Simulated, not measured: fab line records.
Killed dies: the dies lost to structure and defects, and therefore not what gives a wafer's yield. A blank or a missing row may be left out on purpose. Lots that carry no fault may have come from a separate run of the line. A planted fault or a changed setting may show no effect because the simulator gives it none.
Which tool did it? ; flow n5_finfet ; route of 1938 steps, sampled at 1 step: 11 lots, 32 wafers

## WHAT THE GAUGES READ, wafer by wafer
N5_BEOL_M13_INSPECT_30: inspects for defects (macro).
lot;measured;on;raw_defect_count
L925;day 11 09:11;defect_inspect-02;1 1 0
L926;day 11 13:58;defect_inspect-02;5 2 4
L928;day 11 23:01;defect_inspect-01;1 4 2
L930;day 12 13:13;defect_inspect-02;4 1 3
L935;day 13 13:46;defect_inspect-01;1 6
L940;day 15 03:35;defect_inspect-02;2 2 1
L945;day 16 00:25;defect_inspect-01;1 6 1
L944;day 16 04:07;defect_inspect-01;0 3 2
L946;day 16 04:19;defect_inspect-01;1 3 0
L948;day 16 16:59;defect_inspect-02;2 1 4
L947;day 16 18:26;defect_inspect-01;2 5 3

## WHAT TOOL EACH LOT RAN ON (gives the tool, then ch and the chambers of the sampled wafers, and finally the start)
No process step before these readings appears in the record.

## THE ANSWER, worked out from the rows above alone
Rule: the usual values come from the lots themselves. Put in order of their means at a reading, lots are off if they are a third of the lots or fewer, leave a main group of 4 or more, and stand apart from it by a gap of 3 or more times the standard deviation of the main group's means; of several such gaps the widest counts. If all means in a main group match to the digits the tables above print for the reading, that group is not used. A lot without any number at a reading at which 4 lots or more have one is off too. The other lots that the step has rows for count as sound.
No lot is off on any of the readings shown, so nothing can be concluded from this.

## WHAT THE SIMULATOR HAD PUT IN
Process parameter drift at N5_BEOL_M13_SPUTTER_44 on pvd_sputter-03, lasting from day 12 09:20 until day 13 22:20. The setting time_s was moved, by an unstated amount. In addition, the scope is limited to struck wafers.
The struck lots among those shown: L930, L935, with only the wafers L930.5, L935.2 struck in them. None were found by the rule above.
